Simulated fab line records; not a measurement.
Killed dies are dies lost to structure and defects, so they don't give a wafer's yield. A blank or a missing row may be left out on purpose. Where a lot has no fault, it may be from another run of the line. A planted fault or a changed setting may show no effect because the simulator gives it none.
Chamber matching | flow nand-harc | pecvd-02 running NHARC_A_M1_DEP_33: 3 sister chambers
The step deposits SiCN, target thk 30 nm. 14 wafers are shown with their chamber, then 7 later ones without.

## WAFERS WITH THEIR CHAMBER
wafer  | chamber | heater-power-w (W) | susceptor-temp-C (C)
L188.2 | 2       | 666                | 369.57
L188.3 | 0       | 557                | 369.93
L188.6 | 0       | 540                | 369.55
L190.2 | 1       | 573                | 369.72
L190.4 | 2       | 677                | 370.32
L190.6 | 1       | 595                | 369.68
L197.1 | 0       | 578                | 369.89
L197.2 | 2       | 702                | 369.84
L197.5 | 2       | 714                | 370.01
L199.3 | 0       | 551                | 369.80
L199.4 | 1       | 692                | 369.99
L199.6 | 0       | 556                | 369.95
L204.2 | 2       | 639                | 369.95
L204.3 | 0       | 577                | 369.77

SIGNATURES (means of the wafers above)
reading          | chamber 0 | chamber 1 | chamber 2 | scatter within a chamber
heater-power-w   | 559.83    | 620.00    | 679.60    | 33.9
susceptor-temp-C | 369.8150  | 369.7967  | 369.9380  | 0.205
Rule: for each reading, subtract the chamber's mean from the wafer's reading, divide by that reading's scatter and square the result; add these up over the readings and take the root, which gives the wafer's distance from the chamber. The wafer belongs to the nearest chamber; if the next one is less than 2 further off, it can't be placed. The scatter: the root of (the sum of the squares of (reading less its chamber's mean) over the shown wafers, divided by (wafers less chambers)).

## WAFERS WHOSE CHAMBER IS MISSING
wafer  | heater-power-w (W) | susceptor-temp-C (C)
L204.6 | 632                | 369.94
L206.3 | 568                | 370.01
L206.4 | 571                | 369.93
L206.6 | 572                | 369.86
L207.2 | 582                | 370.07
L207.4 | 668                | 369.92
L207.6 | 646                | 369.86

## WHICH CHAMBER EACH ONE RAN IN
wafer  | from the rows above          | in truth
L204.6 | can't be placed: 1 or 2 or 0 | 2
L206.3 | can't be placed: 0 or 1      | 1
L206.4 | can't be placed: 0 or 1      | 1
L206.6 | can't be placed: 0 or 1      | 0
L207.2 | can't be placed: 0 or 1 or 2 | 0
L207.4 | can't be placed: 2 or 1      | 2
L207.6 | can't be placed: 1 or 2 or 0 | 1
Correctly placed: 0 of 7. These rows do not allow placing 7 (true chamber among the candidates in 7). Placed wrongly: 0.
